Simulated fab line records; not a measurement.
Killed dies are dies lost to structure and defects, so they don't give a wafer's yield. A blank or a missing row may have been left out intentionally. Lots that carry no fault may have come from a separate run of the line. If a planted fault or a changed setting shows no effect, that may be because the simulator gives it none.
fab line records | flow n5-finfet
record lots=7 | wafers=18 | last-day=19
route steps=1938 shown BEOL_M4@1049 PASSIVATION@1936
lots that met no fault: taken from a fault-free run of the same line
start-h: the number of hours between the record's first day and the start of the first shown wafer of the lot | wait-h: time in hours since the lot's previous step | " unchanged from the row above | L1.1+2: a single row standing in for several wafers | - value missing, or start not given | * or withheld: withheld | < > ~ a bound
route shown NAME@n: a module of which the file shows steps, and the number in the route of the first | usual: the fault-free wafers' mean and standard deviation | same: alike in all rows | chamber/n: place in a boat | sites: readings site by site | _std_site: how widely they spread, as a standard deviation | _edge_site: the outer-site mean with the inner-site mean subtracted | radius-mm: how far each site lies from the wafer's centre | mask NAME#n: copy n | behind: the tool/chamber that last shaped the wafer | hold: the reason the lot was held/the length of the hold in hours/how it ended | device: which transistor (n, p or np) failed to switch | end of line: at the end of the route, the tests of the same wafers | step lacking rows: just its recipe | killed: the dies lost at the first sort to structure and to defects; this is not the yield of the wafer | map: shows each die of a wafer: x if killed, . if not, _ if none is there
set.NAME: the setting the step ran with; set.NAME@STEP: the setting that earlier step ran with | model.NAME: the simulator's own value behind a step, which no gauge read
a table for each step, a row for each wafer; lots at some steps of the route
services: the hour from which a tool's chamber was out of use, counted from the record's first day as start-h (under 0 if before that day), plus the number of hours and why
## steps
# step N5_BEOL_M4_COAT_76
# recipe resist=underlayer | temp-c=205 | time-s=60 | spin-rpm=1500 | resist-thk-nm=5
# step N5_BEOL_M4_COAT_22
# recipe resist=CAR-EUV | spin-rpm=1500 | resist-thk-nm=30
# step N5_BEOL_M4_EBR_24
# recipe solvent=PGMEA | ebr-width-mm=1.5
# step N5_BEOL_M4_SOFTBAKE_23
# recipe temp-c=110 | time-s=60 | resist=CAR-EUV
# step N5_BEOL_M4_EXPOSE_25
# recipe mask-id=V3 | na=0.33 | source-shape=quasar | sigma-inner=0.2 | sigma-outer=0.8 | polarization=unpolarized | defocus-nm=5 | dose-mj=63
# step N5_BEOL_M4_PEB_26
# recipe peb-temp-c=100 | peb-time-s=60 | resist=CAR-EUV
# step N5_BEOL_M4_DEVELOP_27
# recipe develop-time-s=30 | developer=TMAH | resist=CAR-EUV | rinse-liquid=surfactant-rinse | dry=air-spin | dev-temp-c=23
# step N5_BEOL_M4_CD_MEAS_28
# recipe target-cd-nm=26.2 | landing-energy-ev=500 | detector=se-inlens | target-cd-y-nm=24.1 | polarity=opening
# usual cd-nm=26.15/0.25
lot.wafer | tool      | chamber | start-h | wait-h | cd-nm
L646.1    | cd-sem-01 | 0       | 204.82  | -      | 25.74
L646.3    | "         | 0       | "       | "      | 25.98
L646.6    | "         | 0       | "       | "      | 25.46
L653.1    | cd-sem-01 | 0       | 245.67  | -      | 26.27
L653.3    | "         | 0       | "       | "      | 25.84
L653.5    | "         | 0       | "       | "      | 26.12
L663.3    | cd-sem-02 | 0       | 296.40  | -      | 26.64
L663.4    | "         | 0       | "       | "      | 26.17
L661.2    | cd-sem-01 | 0       | 297.13  | -      | 25.97
L661.4    | "         | 0       | "       | "      | 26.48
L664.3    | cd-sem-02 | 0       | 299.56  | -      | 26.30
L664.4    | "         | 0       | "       | "      | 26.63
L666.2    | cd-sem-01 | 0       | 338.24  | -      | 26.10
L666.3    | "         | 0       | "       | "      | 26.38
L666.4    | "         | 0       | "       | "      | 26.20
L667.4    | cd-sem-02 | 0       | 339.06  | -      | 26.11
L667.5    | "         | 0       | "       | "      | 26.38
L667.6    | "         | 0       | "       | "      | 26.11
# step N5_BEOL_M4_OVL_MEAS_29
# recipe points-per-wafer=522
# usual V3_OVL=0.5/0.7
lot.wafer | tool       | chamber | start-h | wait-h | V3_OVL[nm]
L646.1    | overlay-02 | 0       | 204.85  | 0.0    | 0.4
L646.3    | "          | 0       | "       | "      | 0.4
L646.6    | "          | 0       | "       | "      | -0.1
L653.1    | overlay-01 | 0       | 245.70  | 0.0    | -0.6
L653.3    | "          | 0       | "       | "      | -0.2
L653.5    | "          | 0       | "       | "      | 0.4
L663.3    | overlay-02 | 0       | 296.44  | 0.0    | 0.0
L663.4    | "          | 0       | "       | "      | 0.2
L661.2    | overlay-01 | 0       | 297.17  | 0.0    | 0.5
L661.4    | "          | 0       | "       | "      | 0.5
L664.3    | overlay-01 | 0       | 299.60  | 0.0    | 2.2
L664.4    | "          | 0       | "       | "      | 0.9
L666.2    | overlay-01 | 0       | 338.28  | 0.0    | 0.8
L666.3    | "          | 0       | "       | "      | 0.7
L666.4    | "          | 0       | "       | "      | 0.6
L667.4    | overlay-02 | 0       | 339.11  | 0.0    | 0.3
L667.5    | "          | 0       | "       | "      | 0.9
L667.6    | "          | 0       | "       | "      | -0.3
# step N5_BEOL_M4_INSPECT_30
# recipe mode=adi | inspect-instrument=brightfield
# usual raw-defect-count=392/89
lot.wafer | tool              | chamber | start-h | wait-h | raw-defect-count
L646.1    | defect-inspect-02 | -       | 204.91  | 0.1    | 335
L646.3    | "                 | -       | "       | "      | 345
L646.6    | "                 | -       | "       | "      | 355
L653.1    | defect-inspect-01 | -       | 245.76  | 0.1    | 301
L653.3    | "                 | -       | "       | "      | 344
L653.5    | "                 | -       | "       | "      | 346
L663.3    | defect-inspect-02 | -       | 296.48  | 0.0    | 559
L663.4    | "                 | -       | "       | "      | 359
L661.2    | defect-inspect-02 | -       | 297.22  | 0.0    | 290
L661.4    | "                 | -       | "       | "      | 428
L664.3    | defect-inspect-02 | -       | 299.64  | 0.0    | 433
L664.4    | "                 | -       | "       | "      | 392
L666.2    | defect-inspect-02 | -       | 338.33  | 0.0    | 281
L666.3    | "                 | -       | "       | "      | 320
L666.4    | "                 | -       | "       | "      | 301
L667.4    | defect-inspect-01 | -       | 339.15  | 0.0    | 378
L667.5    | "                 | -       | "       | "      | 607
L667.6    | "                 | -       | "       | "      | 292
# step N5_BEOL_M4_DESCUM_33
# recipe chemistry=O2 | time-s=7 | source-power-w=50 | bias-power-w=20 | pressure-mtorr=20 | rf-frequency-hz=2.712e+07 | temp-c=40 | resist=CAR-EUV | o2-flow-sccm=225
# usual drypump-motor-current-A=5.7/0.47 | o2-flow-sccm=224.9/0.7 | oes-product-au=0.78/0.087 | rf-fwd-power-W=49.35/0.24 | rf-vpp-V=243.3/1.4 | showerhead-plenum-p-Torr=2.11/0.064 | temp-c=39.98/0.1 | throttle-valve-pct=20.47/0.23
lot.wafer | tool        | chamber | start-h | wait-h | drypump-motor-current-A | o2-flow-sccm | oes-product-au | rf-fwd-power-W | rf-hours-counter-h | rf-vpp-V | showerhead-plenum-p-Torr | temp-c | throttle-valve-pct
L646.1    | rie-diel-04 | 0       | 204.96  | 0.1    | 6.0                     | 224.4        | 0.89           | 49.80          | 38                 | 245.0    | 2.12                     | 40.11  | 20.48
L646.3    | "           | 3       | "       | "      | 5.9                     | 224.9        | 0.69           | 49.70          | 208                | 244.9    | 2.15                     | 40.21  | 20.32
L646.6    | "           | 2       | "       | "      | 5.4                     | 224.8        | 0.86           | 48.96          | -                  | 241.3    | 2.03                     | 40.09  | 20.34
L653.1    | rie-diel-01 | 3       | 245.83  | 0.1    | 5.8                     | 226.5        | 0.81           | 49.09          | 82                 | 244.8    | 2.11                     | 39.99  | 19.99
L653.3    | "           | 0       | "       | "      | 5.8                     | 224.2        | 0.68           | 49.74          | 238                | 242.0    | 2.06                     | 39.80  | 20.38
L653.5    | "           | 2       | "       | "      | 5.1                     | 224.2        | 1.00           | 49.42          | -                  | 243.5    | 2.06                     | 39.94  | 20.41
L663.3    | rie-diel-01 | 2       | 296.52  | 0.0    | 5.1                     | 224.1        | 0.94           | 49.47          | 14                 | 241.8    | 2.05                     | 39.92  | 20.42
L663.4    | "           | 2       | "       | "      | 5.1                     | 224.5        | 0.95           | 49.38          | -                  | 242.6    | 2.05                     | 40.04  | 20.41
L661.2    | rie-diel-01 | 2       | 297.25  | 0.0    | 5.1                     | 224.3        | 0.95           | 49.29          | 14                 | 243.4    | 2.05                     | 40.07  | 20.41
L661.4    | "           | 3       | "       | "      | 5.8                     | 225.7        | 0.80           | 49.12          | -                  | 243.5    | 2.11                     | 39.93  | 20.02
L664.3    | rie-diel-01 | 1       | 299.68  | 0.0    | 6.3                     | 225.3        | 0.75           | 49.03          | 143                | 243.9    | 2.20                     | 39.90  | 20.57
L664.4    | "           | 2       | "       | "      | 5.1                     | 225.3        | 0.94           | 49.31          | -                  | 243.6    | 2.05                     | 40.02  | 20.42
L666.2    | rie-diel-03 | 1       | 338.36  | 0.0    | 6.4                     | 224.4        | 0.76           | 48.92          | 137                | 243.8    | 2.19                     | 39.87  | 20.56
L666.3    | "           | 2       | "       | "      | 5.5                     | 225.0        | 0.68           | 49.29          | 230                | 241.5    | 2.08                     | 40.12  | 20.73
L666.4    | "           | 3       | "       | "      | 6.0                     | 225.1        | 0.71           | 49.41          | 211                | 242.2    | 2.08                     | 39.94  | 20.78
L667.4    | rie-diel-04 | 0       | 339.18  | 0.0    | 6.0                     | 223.8        | 0.84           | 49.32          | 78                 | 244.7    | 2.11                     | 39.85  | 20.57
L667.5    | "           | 1       | "       | "      | 5.2                     | 225.2        | 0.87           | 49.62          | -                  | 246.9    | 2.22                     | 40.09  | 20.22
L667.6    | "           | 0       | "       | "      | 6.0                     | 223.7        | 0.84           | 49.50          | -                  | 244.6    | 2.11                     | 39.81  | 20.55
# step N5_BEOL_M4_ETCH_77
# recipe chemistry=N2/H2 | target=underlayer | target-depth-a=65 | mask-material=CAR-EUV | time-s=5.2 | ion-energy-ev=200 | pressure-mtorr=30 | source-w=840 | bias-w=150 | n2-flow-sccm=200 | h2-flow-sccm=200 | ends=cleared
# usual drypump-motor-current-A=5.7/0.47 | etch-rf-on-time-s=5.21/0.13 | oes-product-au=0.67/0.074 | rf-fwd-power-W=819.2/2.6 | rf-vpp-V=524.4/2.5 | showerhead-plenum-p-Torr=2.55/0.08 | throttle-valve-pct=17.85/0.24
lot.wafer | tool        | chamber | start-h | wait-h | drypump-motor-current-A | etch-rf-on-time-s | oes-product-au | rf-fwd-power-W | rf-hours-counter-h | rf-vpp-V | showerhead-plenum-p-Torr | throttle-valve-pct
L646.1    | rie-diel-04 | 0       | 204.99  | 0.0    | 6.0                     | 4.88              | 0.77           | 821.9          | 38                 | 524.7    | 2.59                     | 18.00
L646.3    | "           | 3       | "       | "      | 5.8                     | 5.26              | 0.60           | 817.3          | 208                | 525.5    | 2.61                     | 17.74
L646.6    | "           | 2       | "       | "      | 5.4                     | 5.19              | 0.74           | 816.8          | -                  | 522.4    | 2.47                     | 17.78
L653.1    | rie-diel-01 | 3       | 245.86  | 0.0    | 5.9                     | 5.13              | 0.70           | 818.6          | 82                 | 523.8    | 2.56                     | 17.45
L653.3    | "           | 0       | "       | "      | 5.8                     | 5.48              | 0.57           | 816.9          | 238                | 524.4    | 2.50                     | 17.73
L653.5    | "           | 2       | "       | "      | 5.1                     | 5.15              | 0.85           | 820.8          | -                  | 524.6    | 2.48                     | 17.62
L663.3    | rie-diel-01 | 2       | 296.55  | 0.0    | 5.1                     | 5.07              | 0.82           | 823.2          | 14                 | 521.5    | 2.48                     | 17.67
L663.4    | "           | 2       | "       | "      | 5.1                     | 5.10              | 0.81           | 822.2          | -                  | 524.1    | 2.48                     | 17.63
L661.2    | rie-diel-01 | 2       | 297.29  | 0.0    | 5.1                     | 5.21              | 0.80           | 814.8          | 14                 | 522.9    | 2.48                     | 17.68
L661.4    | "           | 3       | "       | "      | 5.8                     | 5.08              | 0.68           | 823.3          | -                  | 523.6    | 2.56                     | 17.47
L664.3    | rie-diel-01 | 1       | 299.71  | 0.0    | 6.3                     | 5.29              | 0.65           | 817.9          | 143                | 528.0    | 2.66                     | 17.94
L664.4    | "           | 2       | "       | "      | 5.1                     | 5.15              | 0.80           | 819.6          | -                  | 522.9    | 2.48                     | 17.68
L666.2    | rie-diel-03 | 1       | 338.40  | 0.0    | 6.4                     | 5.15              | 0.64           | 820.0          | 137                | 525.7    | 2.67                     | 18.13
L666.3    | "           | 2       | "       | "      | 5.5                     | 5.38              | 0.58           | 819.5          | 230                | 522.4    | 2.50                     | 17.93
L666.4    | "           | 3       | "       | "      | 6.0                     | 5.14              | 0.61           | 817.6          | 211                | 522.9    | 2.52                     | 18.23
L667.4    | rie-diel-04 | 0       | 339.22  | 0.0    | 6.0                     | 5.00              | 0.72           | 814.6          | 78                 | 527.3    | 2.58                     | 18.07
L667.5    | "           | 1       | "       | "      | 5.3                     | 5.20              | 0.72           | 821.3          | -                  | 527.5    | 2.67                     | 17.53
L667.6    | "           | 0       | "       | "      | 6.0                     | 4.96              | 0.73           | 814.2          | -                  | 524.1    | 2.58                     | 18.09
# step N5_BEOL_M4_ETCH_69
# recipe chemistry=CF4 | target=SiARC | target-depth-a=156 | mask-material=CAR-EUV | time-s=26 | ion-energy-ev=80 | pressure-mtorr=40 | source-w=545 | bias-w=36 | Ar_flow_sccm=100 | cf4-flow-sccm=100 | ends=cleared
# usual drypump-motor-current-A=5.7/0.47 | etch-rf-on-time-s=26.1/0.69 | oes-product-au=0.67/0.075 | rf-fwd-power-W=531.8/2.2 | rf-vpp-V=184.2/1.1 | showerhead-plenum-p-Torr=2.15/0.061 | throttle-valve-pct=15.61/0.22
lot.wafer | tool        | chamber | start-h | wait-h | drypump-motor-current-A | etch-rf-on-time-s | oes-product-au | rf-fwd-power-W | rf-hours-counter-h | rf-vpp-V | showerhead-plenum-p-Torr | throttle-valve-pct
L646.1    | rie-diel-04 | 0       | 205.01  | 0.0    | 6.0                     | 25.0              | 0.77           | 533.8          | 38                 | 184.2    | 2.20                     | 15.74
L646.3    | "           | 3       | "       | "      | 5.8                     | 26.3              | 0.59           | 532.8          | 208                | 185.3    | 2.21                     | 15.55
L646.6    | "           | 2       | "       | "      | 5.4                     | 26.3              | 0.73           | 532.3          | -                  | 184.2    | 2.10                     | 15.62
L653.1    | rie-diel-01 | 3       | 245.88  | 0.0    | 5.9                     | 24.9              | 0.69           | 530.5          | 82                 | 184.3    | 2.15                     | 15.16
L653.3    | "           | 0       | "       | "      | 5.8                     | 26.7              | 0.59           | 535.8          | 238                | 183.3    | 2.11                     | 15.60
L653.5    | "           | 2       | "       | "      | 5.1                     | 25.4              | 0.86           | 531.6          | -                  | 183.9    | 2.12                     | 15.51
L663.3    | rie-diel-01 | 2       | 296.57  | 0.0    | 5.1                     | 25.7              | 0.80           | 531.7          | 14                 | 183.2    | 2.11                     | 15.56
L663.4    | "           | 2       | "       | "      | 5.1                     | 18.8              | 0.97           | 532.3          | -                  | 183.3    | 2.11                     | 15.56
L661.2    | rie-diel-01 | 2       | 297.30  | 0.0    | 5.1                     | 18.9              | 0.97           | 531.0          | 14                 | 183.8    | 2.11                     | 15.54
L661.4    | "           | 3       | "       | "      | 5.9                     | 18.3              | 0.84           | 530.2          | -                  | 184.6    | 2.15                     | 15.16
L664.3    | rie-diel-01 | 1       | 299.73  | 0.0    | 6.3                     | 26.3              | 0.65           | 535.3          | 143                | 186.3    | 2.22                     | 15.54
L664.4    | "           | 2       | "       | "      | 5.1                     | 18.6              | 0.98           | 529.7          | -                  | 183.9    | 2.11                     | 15.55
L666.2    | rie-diel-03 | 1       | 338.41  | 0.0    | 6.4                     | 25.8              | 0.64           | 532.2          | 137                | 184.0    | 2.23                     | 15.76
L666.3    | "           | 2       | "       | "      | 5.5                     | 27.5              | 0.57           | 529.5          | 230                | 183.5    | 2.12                     | 15.85
L666.4    | "           | 3       | "       | "      | 6.0                     | 25.8              | 0.61           | 532.4          | 211                | 183.0    | 2.12                     | 15.90
L667.4    | rie-diel-04 | 0       | 339.23  | 0.0    | 6.0                     | 24.9              | 0.73           | 531.1          | 78                 | 184.1    | 2.18                     | 15.80
L667.5    | "           | 1       | "       | "      | 5.3                     | 26.0              | 0.73           | 529.9          | -                  | 184.8    | 2.26                     | 15.39
L667.6    | "           | 0       | "       | "      | 6.0                     | 24.9              | 0.72           | 531.9          | -                  | 184.0    | 2.18                     | 15.79
# step N5_BEOL_M4_ALD_98
# recipe material=SiO2 | target-thk-a=25 | temp-c=100 | ald-precursor-family=BDEAS | ald-co-reactant=O2-plasma | pulse-time-s=1 | co-reactant-pulse-time-s=1 | purge-time-s=2 | co-reactant-purge-time-s=2 | ald-cycles=17 | pressure-torr=2
# usual heater-power-w=78/6.7 | precursor-pulse-height-rel=0.998/0.022
# same co-reactant-purge-time-s=2
lot.wafer | tool       | chamber | start-h | wait-h | heater-power-w | precursor-pulse-height-rel | since-wet-clean-h
L646.1    | ald-sin-01 | 1       | 205.09  | 0.1    | 67             | 0.973                      | 106
L646.3    | "          | 0       | "       | "      | 86             | 0.997                      | 106
L646.6    | "          | 3       | "       | "      | 75             | 0.989                      | -
L653.1    | ald-sin-02 | 0       | 245.96  | 0.1    | 81             | 1.014                      | 238
L653.3    | "          | 1       | "       | "      | 80             | 0.988                      | 238
L653.5    | "          | 1       | "       | "      | 80             | 1.018                      | -
L663.3    | ald-sin-01 | 2       | 296.65  | 0.1    | 71             | 0.995                      | 197
L663.4    | "          | 3       | "       | "      | 76             | 1.016                      | 197
L661.2    | ald-sin-01 | 2       | 297.39  | 0.1    | 70             | 1.016                      | 198
L661.4    | "          | 0       | "       | "      | 87             | 1.016                      | 198
L664.3    | ald-sin-02 | 1       | 300.19  | 0.4    | 81             | 0.963                      | 292
L664.4    | "          | 0       | "       | "      | 81             | 1.010                      | 292
L666.2    | ald-sin-02 | 1       | 338.50  | 0.1    | 81             | 0.948                      | 331
L666.3    | "          | 3       | "       | "      | 76             | 1.009                      | 331
L666.4    | "          | 1       | "       | "      | 79             | 1.041                      | -
L667.4    | ald-sin-01 | 2       | 339.32  | 0.1    | 69             | 0.989                      | 240
L667.5    | "          | 2       | "       | "      | 71             | 0.971                      | -
L667.6    | "          | 3       | "       | "      | 78             | 1.015                      | -
# step N5_BEOL_M4_RC_MEAS_101
# usual DIBL_N=36.1/1.9 | DIBL_P=36.1/2.4 | IOFF_N=0.15/0.032 | IOFF_P=0.21/0.036 | ION_N=673/12 | ION_P=463/7.6 | SS_N=71.5/0.63 | SS_P=73.1/0.65 | VT_N=251/3.1 | VT_P=-250/3.2
lot.wafer | tool      | chamber | start-h | wait-h | DIBL_N[mV/V] | DIBL_P[mV/V] | IOFF_N[nA/um] | IOFF_P[nA/um] | ION_N[uA/um] | ION_P[uA/um] | SS_N[mV/dec] | SS_P[mV/dec] | VT_N[mV] | VT_P[mV]
L646.1    | prober-02 | 0       | 250.26  | 0.0    | 38.1         | 37.6         | 0.19          | 0.27          | 688          | 476          | 72.2         | 73.5         | 249      | -244
L646.3    | "         | 0       | "       | "      | 35.9         | 34.8         | 0.15          | 0.21          | 682          | 471          | 71.3         | 72.9         | 249      | -248
L646.6    | "         | 0       | "       | "      | 39.2         | 38.2         | 0.21          | 0.28          | 699          | 479          | 72.4         | 74.0         | 249      | -245
L653.1    | prober-02 | 0       | 271.29  | 0.7    | 37.1         | 38.7         | 0.20          | 0.28          | 687          | 471          | 72.3         | 73.5         | 245      | -244
L653.3    | "         | 0       | "       | "      | 37.6         | 38.9         | 0.20          | 0.27          | 678          | 465          | 71.9         | 73.7         | 250      | -244
L653.5    | "         | 0       | "       | "      | 35.4         | 35.4         | 0.15          | 0.22          | 662          | 465          | 71.7         | 73.0         | 250      | -245
L663.3    | prober-01 | 0       | 312.65  | 0.3    | 35.0         | 33.5         | 0.11          | 0.18          | 655          | 453          | 71.1         | 72.6         | 257      | -255
L663.4    | "         | 0       | "       | "      | 35.6         | 34.0         | 0.13          | 0.20          | 684          | 467          | 71.0         | 72.5         | 253      | -250
L661.2    | prober-02 | 0       | 336.15  | 0.2    | 36.4         | 37.3         | 0.16          | 0.22          | 670          | 463          | 71.8         | 73.4         | 251      | -251
L661.4    | "         | 0       | "       | "      | 34.9         | 35.4         | 0.14          | 0.19          | 673          | 464          | 71.6         | 73.0         | 251      | -250
L664.3    | prober-01 | 0       | 344.59  | 0.3    | 36.4         | 36.1         | 0.16          | 0.22          | 680          | 463          | 72.4         | 73.6         | 250      | -251
L664.4    | "         | 0       | "       | "      | 35.8         | 37.3         | 0.15          | 0.25          | 672          | 466          | 71.4         | 73.7         | 254      | -247
L666.2    | prober-02 | 0       | 362.19  | 0.2    | 34.9         | 35.4         | 0.16          | 0.21          | 683          | 474          | 71.5         | 72.3         | 248      | -247
L666.3    | "         | 0       | "       | "      | 35.8         | 36.5         | 0.16          | 0.23          | 674          | 466          | 71.2         | 73.2         | 249      | -248
L666.4    | "         | 0       | "       | "      | 37.6         | 38.7         | 0.21          | 0.26          | 694          | 473          | 71.8         | 72.9         | 244      | -246
L667.4    | prober-01 | 0       | 362.42  | 0.5    | 34.7         | 36.4         | 0.13          | 0.18          | 679          | 467          | 71.8         | 73.0         | 254      | -252
L667.5    | "         | 0       | "       | "      | 34.6         | 35.9         | 0.13          | 0.18          | 667          | 454          | 71.2         | 72.7         | 253      | -252
L667.6    | "         | 0       | "       | "      | 33.1         | 35.0         | 0.11          | 0.16          | 657          | 452          | 71.6         | 72.8         | 258      | -253
# step N5_PASSIVATION_PROBE_49
# usual defect-limited-yield=91.4/1.2 | killed_at_M0_to_M3=34/9.1 | killed_at_M4_up=14/5.8 | killed-at-contacts=13/6 | killed-at-front-end=38/10 | killed-at-other=3.2/2.7 | killed-dies=102/14 | killed-open=68/11 | killed-short=32/7.2 | sort_bin_5_function=5.1/0.83 | sort_bin_6_memory=3.2/0.56 | sort-n-pass=1078/14 | sort-yield-pct=91.4/1.2
# same gross-dies=1180 | killed-at-back-side=0 | sort_bin_4_leakage[%]=0 | sort_bin_8_speed[%]=0
lot.wafer | tool      | chamber | start-h | wait-h | defect-limited-yield[%] | killed_at_M0_to_M3 | killed_at_M4_up | killed-at-contacts | killed-at-front-end | killed-at-other | killed-dies | killed-open | killed-short | sort_bin_5_function[%] | sort_bin_6_memory[%] | sort-n-pass | sort-yield-pct[%]
L653.1    | prober-02 | -       | 397.16  | 0.0    | 92.3                    | 25                 | 12              | 16                 | 37                  | 1               | 91          | 57          | 32           | 4.4                    | 3.1                  | 1089        | 92.3
L653.3    | prober-02 | -       | 397.26  | 0.1    | 91.4                    | 44                 | 13              | 5                  | 38                  | 1               | 101         | 75          | 26           | 5.8                    | 2.4                  | 1079        | 91.4
L653.5    | prober-02 | -       | 397.36  | 0.2    | 91.4                    | 29                 | 13              | 14                 | 42                  | 4               | 102         | 69          | 33           | 5.5                    | 2.5                  | 1078        | 91.4
L663.3    | prober-01 | -       | 417.69  | 0.1    | 93.6                    | 31                 | 10              | 5                  | 27                  | 2               | 75          | 45          | 29           | 4.0                    | 2.1                  | 1105        | 93.6
L663.4    | prober-01 | -       | 417.74  | 0.2    | 93.3                    | 35                 | 11              | 5                  | 26                  | 2               | 79          | 58          | 19           | 3.6                    | 2.9                  | 1101        | 93.3
# killed by level:class
L653.1 MOL_CONTACT_COAG:geometric-particle:open=11 FIN_SAQP:geometric-particle:short=7 FIN_SAQP:geometric-particle:open=7 DUMMY_GATE:geometric-particle:open=5 MOL_CONTACT_COAG:geometric-particle:short=5 BEOL_M0_SAQP:geometric-particle:short=5 BEOL_M0_SAQP:geometric-particle:open=5 BEOL_M2:geometric-particle:open=4
L653.3 BEOL_M3:geometric-particle:open=22 STI_FIN_REVEAL:geometric-particle:open=8 BEOL_M4:geometric-particle:open=8 BEOL_M2:geometric-particle:open=6 FIN_SAQP:geometric-particle:open=5 FIN_SAQP:geometric-particle:short=4 GATE_CUT:geometric-particle:short=4 STARTING-WAFER:geometric-particle:open=3
L653.5 MOL_CONTACT_COAG:geometric-particle:open=14 FIN_SAQP:geometric-particle:short=10 FIN_SAQP:geometric-particle:open=10 STI_FIN_REVEAL:geometric-particle:open=7 BEOL_M0_SAQP:geometric-particle:short=7 BEOL_M4:geometric-particle:open=7 BEOL_M3:geometric-particle:open=5 DUMMY_GATE:geometric-particle:open=4
L663.3 FIN_SAQP:geometric-particle:open=10 BEOL_M0_SAQP:geometric-particle:short=9 BEOL_M0_SAQP:geometric-particle:open=8 FIN_SAQP:geometric-particle:short=6 STI_FIN_REVEAL:geometric-particle:open=5 BEOL_M4:geometric-particle:open=5 DUMMY_GATE:geometric-particle:open=3 MOL_CONTACT_COAG:geometric-particle:open=3
L663.4 STI_FIN_REVEAL:geometric-particle:open=11 BEOL_M2:geometric-particle:open=8 BEOL_M3:geometric-particle:open=7 BEOL_M1:geometric-particle:open=6 DUMMY_GATE:geometric-particle:open=4 BEOL_M4:geometric-particle:open=4 FIN_SAQP:geometric-particle:open=3 MOL_CONTACT_COAG:geometric-particle:open=3
## services
tool        | chamber | start-h | hours | kind
rie-diel-04 | 1       | 192.11  | -     | clean
rie-diel-04 | 1       | 192.11  | -     | consumable-replace:focus-ring
ald-sin-02  | -       | 195.61  | 6.0   | pm
rie-diel-04 | -       | 198.87  | 0.6   | repair
rie-diel-04 | -       | 207.25  | 4.3   | pm
rie-diel-01 | 2       | 212.22  | -     | clean
rie-diel-01 | 2       | 212.22  | -     | consumable-replace:esc
rie-diel-01 | 2       | 212.22  | -     | consumable-replace:focus-ring
rie-diel-01 | 2       | 212.22  | 28.8  | scheduled-down
rie-diel-01 | 2       | 212.22  | 28.8  | vent-cycle
rie-diel-03 | -       | 220.08  | 10.0  | pm
ald-sin-01  | 1       | 238.00  | 10.3  | repair
rie-diel-03 | 0       | 262.25  | 8.6   | repair
rie-diel-03 | 1       | 269.17  | 19.3  | repair
rie-diel-03 | 0       | 281.58  | 5.7   | repair
rie-diel-04 | 0       | 290.12  | 2.4   | repair
ald-sin-02  | -       | 290.85  | 0.8   | repair
rie-diel-01 | 0       | 292.69  | -     | clean
rie-diel-01 | 0       | 292.69  | -     | consumable-replace:focus-ring
rie-diel-01 | 0       | 292.69  | 15.0  | scheduled-down
rie-diel-01 | 0       | 292.69  | 15.0  | vent-cycle
rie-diel-03 | 3       | 295.82  | 1.8   | repair
rie-diel-03 | 1       | 306.78  | 12.7  | repair
ald-sin-02  | 2       | 335.17  | 15.4  | repair
## key
first-sign step=N5_BEOL_M4_ETCH_69 | reading=etch-rf-on-time-s | direction=down | sigmas=11 | usual=* | struck=*
effect step=N5_BEOL_M4_ETCH_69 | reading=oes-product-au | direction=up | sigmas=3.7 | usual=0.67 | struck=0.94 | wafers-moved=3
met-at N5_BEOL_M4_ETCH_69
struck-wafers L661.2,L661.4,L663.4,L664.4
onset-between 245.88 296.57
fault kind=process-parameter-drift | tool=rie-diel-01 | chamber=- | onset-h=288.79 | steps=N5_BEOL_M4_ETCH_69 | channel=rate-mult | offset=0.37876 | shape=step | end-h=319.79 | scope=struck-wafers-only
